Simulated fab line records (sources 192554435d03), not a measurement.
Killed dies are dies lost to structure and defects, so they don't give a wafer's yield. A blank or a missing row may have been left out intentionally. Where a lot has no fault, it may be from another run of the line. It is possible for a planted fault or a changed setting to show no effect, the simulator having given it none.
Chamber matching | flow n5-finfet | N5_BEOL_M1_ETCH_64 on rie-diel-01: 4 sister chambers
The step etches SOC in N2/H2, target depth 75 nm, overetch 15 nm, time 112.5 s. 4 wafers are shown with their chamber, then 7 later ones without.

## EACH WAFER AND ITS CHAMBER
wafer  | chamber | showerhead-plenum-p-Torr (Torr)
L075.5 | 0       | 2.70
L086.3 | 1       | 2.64
L092.2 | 3       | 2.62
L092.3 | 2       | 2.43

## WAFERS WITHOUT THEIR CHAMBER
wafer  | showerhead-plenum-p-Torr (Torr)
L092.4 | 2.68
L094.2 | 2.68
L094.3 | 2.43
L094.5 | 2.68
L097.1 | 2.68
L097.3 | 2.43
L097.5 | 2.68

## WHICH CHAMBER EACH WENT THROUGH
wafer  | from the rows above     | in truth
L092.4 | can't be placed: 0 or 1 | 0
L094.2 | can't be placed: 0 or 1 | 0
L094.3 | 2                       | 2
L094.5 | can't be placed: 0 or 1 | 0
L097.1 | can't be placed: 0 or 1 | 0
L097.3 | 2                       | 2
L097.5 | can't be placed: 0 or 1 | 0
2 of 7 placed correctly. From these rows, 5 cannot be placed; in 5 the true chamber is one of the candidates. 0 placed wrongly.
How it was worked out, from the rows above alone: a wafer's distance from a chamber is the root of the sum, over the readings, of the square of ((its reading less the chamber's mean) divided by the reading's scatter). If the next closest chamber is less than 2 further off than the closest, the wafer can't be placed; otherwise it belongs to the closest. Each chamber's mean is taken over the wafers shown for it. The scatter: with one shown wafer a chamber, the root of the mean of the squares of how far each hidden wafer lies from its nearest shown one.
